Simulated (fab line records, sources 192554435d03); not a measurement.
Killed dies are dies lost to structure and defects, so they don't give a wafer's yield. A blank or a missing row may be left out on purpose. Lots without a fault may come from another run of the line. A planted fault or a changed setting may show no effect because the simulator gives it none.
Split-lot experiment | flow n5_finfet | 7 lots, 21 wafers read, on a route of 1938 steps

THE SPLIT
At N5_BEOL_M6_HM_DEP_02 (deposits TiN, target thk 20 nm), the setting target_thk_a was moved away from the recipe's 200 angstrom on 7 of the 21 wafers read, by -10.3% to +6.5%. The other wafers ran this setting at the recipe's value.

FROM THE SPLIT TO THE READING: what the file shows between them, 8 steps
- N5_BEOL_M6_COAT_60: time 60 s, resist thk 35 nm (also split here: spin_rpm)
- N5_BEOL_M6_COAT_05: resist thk 90 nm
- N5_BEOL_M6_EBR_07
- N5_BEOL_M6_DESCUM_16: chemistry O2, time 7.9 s
- N5_BEOL_M6_ETCH_61: etches SiARC in CF4, target depth 45.5 nm, time 75.8 s
- N5_BEOL_M6_ETCH_62: etches SOC in N2/H2, target depth 110 nm, overetch 22 nm, time 165 s
- N5_BEOL_M6_STRIP_68: strips in N2/H2
- N5_BEOL_M6_STRIP_67: strips in CF4

THE READING
etch.depth_nm (the simulator's own value, which no gauge read), in nm, at N5_BEOL_M6_HM_OPEN_17 (chemistry Cl2/BCl3, target TiN, target depth 20 nm, overetch 6 nm). The file gives no usual value for it. The 14 wafers here that ran the recipe average 19.99 nm, standard deviation 0.27 nm.

wafer  | tool, chamber at the split | target_thk_a as run, angstrom | against the recipe | etch.depth_nm, nm | against lot-mates on the recipe
L075.1 | pvd_sputter-03, -          | 179.5                         | -10.3%             | 18.16             | -2.01
L075.3 | pvd_sputter-03, -          | 179.5                         | -10.3%             | 17.99             | -2.18
L075.4 | pvd_sputter-03, -          | 200                           | recipe             | 20.17             | -
L077.2 | pvd_sputter-01, -          | 200                           | recipe             | 19.49             | -
L077.3 | pvd_sputter-01, -          | 200                           | recipe             | 19.99             | -
L077.4 | pvd_sputter-01, -          | 200                           | recipe             | 20.04             | -
L078.2 | pvd_sputter-01, -          | 200                           | recipe             | 19.81             | -
L078.4 | pvd_sputter-01, -          | 200                           | recipe             | 20.06             | -
L078.5 | pvd_sputter-01, -          | 200                           | recipe             | 19.55             | -
L081.3 | pvd_sputter-03, -          | 200                           | recipe             | 20.65             | -
L081.4 | pvd_sputter-03, -          | 212.4                         | +6.2%              | 21.59             | +0.94
L081.6 | pvd_sputter-03, -          | 212.4                         | +6.2%              | 21.74             | +1.09
L079.3 | pvd_sputter-02, -          | 181.4                         | -9.3%              | 18.28             | -1.63
L079.4 | pvd_sputter-02, -          | 200                           | recipe             | 19.88             | -
L079.6 | pvd_sputter-02, -          | 200                           | recipe             | 19.94             | -
L082.2 | pvd_sputter-03, -          | 200                           | recipe             | 20.04             | -
L082.4 | pvd_sputter-03, -          | 213                           | +6.5%              | 21.32             | +1.35
L082.5 | pvd_sputter-03, -          | 200                           | recipe             | 19.9              | -
L088.3 | pvd_sputter-03, -          | 200                           | recipe             | 20.15             | -
L088.6 | pvd_sputter-03, -          | 200                           | recipe             | 20.15             | -
L088.5 | pvd_sputter-03, -          | 188.5                         | -5.8%              | 19.22             | -0.93

THE FIT
A straight line over all 21 wafers: etch.depth_nm changes by +0.201 nm for each +1% of target_thk_a; r = +0.96; the points scatter about the line by 0.28 nm.
The same after taking each lot's own level away (the mean of its wafers on the recipe; 21 wafers): +0.189 nm for each +1%; r = +0.98; scatter 0.16 nm.
On that fit, the largest move of target_thk_a shifts the reading by 1.9 nm.
The lots' own levels span 19.807 to 20.650 nm, that is 3.1 times the standard deviation above.
So the lot-to-lot level changes the slope little: the two slopes agree.
Check: with one of the wafers moved furthest among these (-10.3%) left out of the fit, the line predicts -1.92 nm for it against its lot-mates. It came out at -2.01 nm against them.

OTHER SPLITS ON THESE WAFERS
These wafers also went through other splits before the reading. Each is held against what the fit with the lots' levels taken away leaves over:
other split on the same wafers         | wafers away from the commonest value | r with etch.depth_nm (lot level and that fit taken away)
N5_MOL_CONTACT_COAG_ALD_133 ald_cycles | 6                                    | -0.17
N5_MOL_CONTACT_COAG_ETCH_67 source_w   | 9                                    | -0.17
N5_BEOL_M0_SAQP_ETCH_107 bias_w        | 8                                    | -0.44
N5_BEOL_M0_DEP_125 time_s              | 6                                    | -0.13
N5_BEOL_M1_EXPOSE_25 dose_mj           | 8                                    | -0.20
N5_BEOL_M3_ILD_DEP_00 time_s           | 13                                   | +0.27
N5_BEOL_M4_ETCH_70 bias_w              | 7                                    | -0.39
N5_BEOL_M5_ETCH_72 bias_w              | 8                                    | -0.04
N5_BEOL_M5_COAT_66 spin_rpm            | 4                                    | -0.10
N5_BEOL_M6_COAT_60 spin_rpm            | 13                                   | +0.39

THE WHOLE CHAIN: every reading that the file lists as answering this split, in the file's order
step                  | what it does                                                      | reading                                                                          | change (the file's fit)               | r (the file's)
N5_BEOL_M6_HM_DEP_02  | deposits TiN, target thk 20 nm                                    | TiN_of_BEOL_M6_HM_DEP_02.thk_nm (the simulator's own value, which no gauge read) | +0.193 nm for each +1% of the setting | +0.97
N5_BEOL_M6_HM_OPEN_17 | chemistry Cl2/BCl3, target TiN, target depth 20 nm, overetch 6 nm | etch.depth_nm (the simulator's own value, which no gauge read)                   | +0.187 nm for each +1% of the setting | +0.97

THE FILE'S OWN FIT
etch.depth_nm changes by +0.187 nm for each +1% of target_thk_a, r = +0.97.
